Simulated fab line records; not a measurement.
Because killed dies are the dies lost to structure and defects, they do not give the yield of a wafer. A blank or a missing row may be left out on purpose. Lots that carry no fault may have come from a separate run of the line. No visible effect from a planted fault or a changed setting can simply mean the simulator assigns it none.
Chamber matching / flow n5_finfet / 3 sister chambers for N5_BEOL_M7_CURE_75 on uv_cure-02
The step cures SiCOH lowk, time 120 s. 6 wafers are shown with their chamber, then 8 later ones without.

== WAFERS WITH THEIR CHAMBER ==
wafer=L080.5; chamber=1; wafer_temp_C_max=371.8; lamp_power_pct (%)=52.35
wafer=L080.6; chamber=1; wafer_temp_C_max=371.9; lamp_power_pct (%)=52.34
wafer=L084.4; chamber=0; wafer_temp_C_max=372.6; lamp_power_pct (%)=52.37
wafer=L084.6; chamber=0; wafer_temp_C_max=373.0; lamp_power_pct (%)=52.32
wafer=L086.4; chamber=2; wafer_temp_C_max=370.9; lamp_power_pct (%)=52.29
wafer=L088.1; chamber=2; wafer_temp_C_max=370.8; lamp_power_pct (%)=52.29

== WAFERS MISSING THEIR CHAMBER ==
wafer=L088.4; wafer_temp_C_max=370.8; lamp_power_pct (%)=52.32
wafer=L088.5; wafer_temp_C_max=370.9; lamp_power_pct (%)=52.36
wafer=L093.1; wafer_temp_C_max=371.0; lamp_power_pct (%)=52.31
wafer=L093.3; wafer_temp_C_max=371.5; lamp_power_pct (%)=52.35
wafer=L093.4; wafer_temp_C_max=370.9; lamp_power_pct (%)=52.42
wafer=L096.3; wafer_temp_C_max=371.3; lamp_power_pct (%)=52.24
wafer=L096.5; wafer_temp_C_max=371.4; lamp_power_pct (%)=52.32
wafer=L096.6; wafer_temp_C_max=371.2; lamp_power_pct (%)=52.32

== EACH ONE'S CHAMBER ==
wafer=L088.4; from the rows above=2; in truth=2
wafer=L088.5; from the rows above=2; in truth=2
wafer=L093.1; from the rows above=2; in truth=2
wafer=L093.3; from the rows above=1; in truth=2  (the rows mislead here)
wafer=L093.4; from the rows above=can't be placed: 2 or 1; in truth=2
wafer=L096.3; from the rows above=2; in truth=2
wafer=L096.5; from the rows above=can't be placed: 1 or 2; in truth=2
wafer=L096.6; from the rows above=can't be placed: 2 or 1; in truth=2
Placed correctly: 4 of 8. From these rows, 3 cannot be placed; in 3 the true chamber is one of the candidates. 1 placed wrongly.
How it was worked out, from the rows above alone: a wafer's distance from a chamber is the root of the sum, over the readings, of the square of ((its reading less the chamber's mean) divided by the reading's scatter). If the next closest chamber is less than 2 further off than the closest, the wafer can't be placed; otherwise it belongs to the closest. A chamber's mean is the mean of its shown wafers. How the scatter is found: for the shown wafers, subtract from each reading the mean of its chamber, square and add these, divide the total by (wafers less chambers), then take the root.
